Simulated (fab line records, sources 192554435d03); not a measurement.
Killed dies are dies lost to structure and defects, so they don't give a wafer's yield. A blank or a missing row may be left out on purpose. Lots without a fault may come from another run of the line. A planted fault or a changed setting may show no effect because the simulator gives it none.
Which tool did it? | flow n5_finfet | 13 lots, 37 wafers sampled, at 1 step of a route of 1938

WHAT THE GAUGES READ, wafer by wafer
N5_BEOL_M7_OCD_MEAS_38.
lot  | measured     | on     | trench_depth_nm (nm)
L762 | day 9 03:02  | ocd-01 | 93.5 93.1 92.6
L768 | day 10 13:41 | ocd-02 | 93.5 92.6
L772 | day 11 20:44 | ocd-01 | 92.2 95.4
L774 | day 11 21:10 | ocd-02 | 95.2 92.8 93.9
L775 | day 12 01:54 | ocd-01 | 91.8 93.9 90.4
L773 | day 12 02:18 | ocd-01 | 94.0 91.8 92.0
L777 | day 13 10:35 | ocd-01 | 92.6 93.2 94.2
L778 | day 13 12:19 | ocd-02 | 93.2 91.7 93.5
L780 | day 13 13:10 | ocd-02 | 93.6 92.7 92.2
L782 | day 14 12:20 | ocd-02 | 93.4 93.0 93.6
L783 | day 15 01:01 | ocd-01 | 93.1 92.3 94.0
L785 | day 15 01:04 | ocd-02 | 93.9 94.7 93.5
L784 | day 15 01:05 | ocd-01 | 93.5 95.5 91.0

WHICH TOOL RAN EACH LOT (tool, then ch and the chambers of the sampled wafers, then the start)
The record holds no process step before these readings.

WHAT THE TOOLS THEMSELVES READ (means of the sampled wafers that have a number; where no wafer has one, the mark that the record gives instead)
The record holds no such reading with a usual standard deviation.

THE ANSWER, worked out from the rows above alone
Rule: what is usual is taken from the lots themselves. Put in order of their means at a reading, lots are off if they are a third of the lots or fewer, leave a main group of 4 or more, and stand apart from it by a gap of 3 or more times the standard deviation of the main group's means; of several such gaps the widest counts. A main group whose means are all the same, to the digits that the tables above print for the reading, isn't used. A lot without any number at a reading at which 4 lots or more have one is off too. The other lots that the step has rows for count as sound. The gauges are gone through in route order, then the tools' own readings, and for those a lot's mean is taken as printed above. The first step at which some lot is off is used, and at that step the reading that is off furthest; a lot without a number counts as furthest.
No lot is off at any reading shown: from this, nothing can be told.

WHAT THE SIMULATOR HAD PUT IN
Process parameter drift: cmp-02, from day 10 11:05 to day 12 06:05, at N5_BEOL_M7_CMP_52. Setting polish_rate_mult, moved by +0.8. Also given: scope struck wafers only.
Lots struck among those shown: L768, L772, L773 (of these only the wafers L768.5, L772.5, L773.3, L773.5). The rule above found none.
